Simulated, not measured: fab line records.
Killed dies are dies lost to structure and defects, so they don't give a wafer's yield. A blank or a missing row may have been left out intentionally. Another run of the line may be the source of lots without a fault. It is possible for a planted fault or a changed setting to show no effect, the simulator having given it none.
Chamber matching ; flow n5-finfet ; pecvd-04 running N5_SDB_HM_DEP_00: 3 sister chambers
The step deposits SiNx from SiH4/NH3/N2, target thk 40 nm, time 35.3 s. 6 wafers are shown with their chamber, then 9 later ones without.

WAFERS PAIRED WITH THEIR CHAMBERS
wafer;chamber;throttle-valve-pct (%);showerhead-vpp-V (V)
L896.4;2;37.7;1117
L901.5;0;40.6;1206
L901.6;1;37.2;1066
L906.4;0;40.9;1213
L906.5;1;37.2;1060
L906.6;2;38.1;1138

WAFERS WITHOUT THEIR CHAMBER
wafer;throttle-valve-pct (%);showerhead-vpp-V (V)
L907.1;37.1;1053
L907.3;38.2;1122
L907.5;37.8;1123
L910.2;40.7;1207
L910.5;40.6;1206
L910.6;37.3;1063
L914.1;40.8;1185
L914.5;37.3;1055
L914.6;38.3;1115

WHICH CHAMBER EACH WENT THROUGH
wafer;from the rows above;in truth
L907.1;1;1
L907.3;2;2
L907.5;2;2
L910.2;0;0
L910.5;0;0
L910.6;1;1
L914.1;0;0
L914.5;1;1
L914.6;2;2
Correct placement for 9 of the 9. From these rows, 0 cannot be placed. Placed wrongly: 0.
How it was worked out, from the rows above alone: a wafer's distance from a chamber is the root of the sum, over the readings, of the square of ((its reading less the chamber's mean) divided by the reading's scatter). The wafer belongs to the nearest chamber; if the next one is less than 2 further off, it can't be placed. Each chamber's mean is taken over the wafers shown for it. The scatter: the root of (the sum of the squares of (reading less its chamber's mean) over the shown wafers, divided by (wafers less chambers)).
